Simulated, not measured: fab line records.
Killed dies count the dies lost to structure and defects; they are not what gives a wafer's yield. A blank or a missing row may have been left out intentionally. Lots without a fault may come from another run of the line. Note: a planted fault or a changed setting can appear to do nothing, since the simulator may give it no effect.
Chamber matching    flow n5 finfet    N5_BEOL_M11_STRIP_36 on rie diel-01: 4 sister chambers
The step strips in N2/H2. 20 wafers are shown with their chamber, then 10 later ones without.

EACH WAFER AND ITS CHAMBER
wafer   chamber  showerhead plenum p Torr (Torr)  drypump motor current A (A)  throttle valve pct (%)
L074.2  3        2.62                             5.7                          23.38
L074.3  0        2.60                             6.1                          24.02
L074.4  2        2.50                             5.3                          23.56
L078.2  0        2.60                             6.1                          24.04
L078.5  1        2.61                             5.9                          24.02
L078.6  3        2.61                             5.7                          23.44
L079.2  3        2.61                             5.8                          23.40
L079.4  0        2.60                             6.1                          24.01
L079.6  1        2.61                             5.9                          24.04
L081.3  0        2.60                             6.1                          24.05
L081.5  1        2.61                             5.9                          24.03
L081.6  3        2.61                             5.7                          23.42
L086.1  1        2.61                             5.9                          24.02
L086.2  0        2.59                             6.1                          24.10
L086.4  3        2.61                             5.8                          23.41
L084.3  3        2.61                             5.8                          23.48
L084.4  1        2.61                             6.0                          24.04
L084.6  3        2.61                             5.8                          23.42
L088.2  0        2.59                             6.1                          24.05
L088.3  2        2.49                             5.3                          23.48

SIGNATURES (means of the wafers above)
reading                   chamber 0  chamber 1  chamber 2  chamber 3  scatter within a chamber
showerhead plenum p Torr  2.5967     2.6100     2.4950     2.6114     0.0041
drypump motor current A   6.100      5.920      5.300      5.757      0.0396
throttle valve pct        24.0450    24.0300    23.5200    23.4214    0.0302
Rule: for each reading, subtract the chamber's mean from the wafer's reading, divide by that reading's scatter and square the result; add these up over the readings and take the root, which gives the wafer's distance from the chamber. If the next closest chamber is less than 2 further off than the closest, the wafer can't be placed; otherwise it belongs to the closest. The scatter: take each reading less its chamber's mean, square it, sum over the shown wafers, divide by the number of wafers less the number of chambers, and take the root.

WAFERS WITHOUT THEIR CHAMBER
wafer   showerhead plenum p Torr (Torr)  drypump motor current A (A)  throttle valve pct (%)
L088.6  2.61                             5.7                          23.43
L091.1  2.49                             5.3                          23.50
L091.2  2.58                             6.1                          24.10
L091.6  2.60                             6.0                          24.03
L093.1  2.48                             5.3                          23.53
L093.5  2.48                             5.2                          23.51
L093.6  2.58                             6.1                          24.08
L096.1  2.48                             5.3                          23.52
L096.4  2.60                             5.8                          23.13
L096.6  2.60                             6.0                          24.05

WHICH CHAMBER EACH WENT THROUGH
wafer   from the rows above      in truth
L088.6  3                        3
L091.1  2                        2
L091.2  0                        0
L091.6  can't be placed: 0 or 1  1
L093.1  2                        2
L093.5  2                        2
L093.6  0                        0
L096.1  2                        2
L096.4  3                        3
L096.6  can't be placed: 0 or 1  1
Placed correctly: 8 of 10. Not placeable from these rows: 2 (in 2, the candidates include the true chamber). Number placed wrongly: 0.
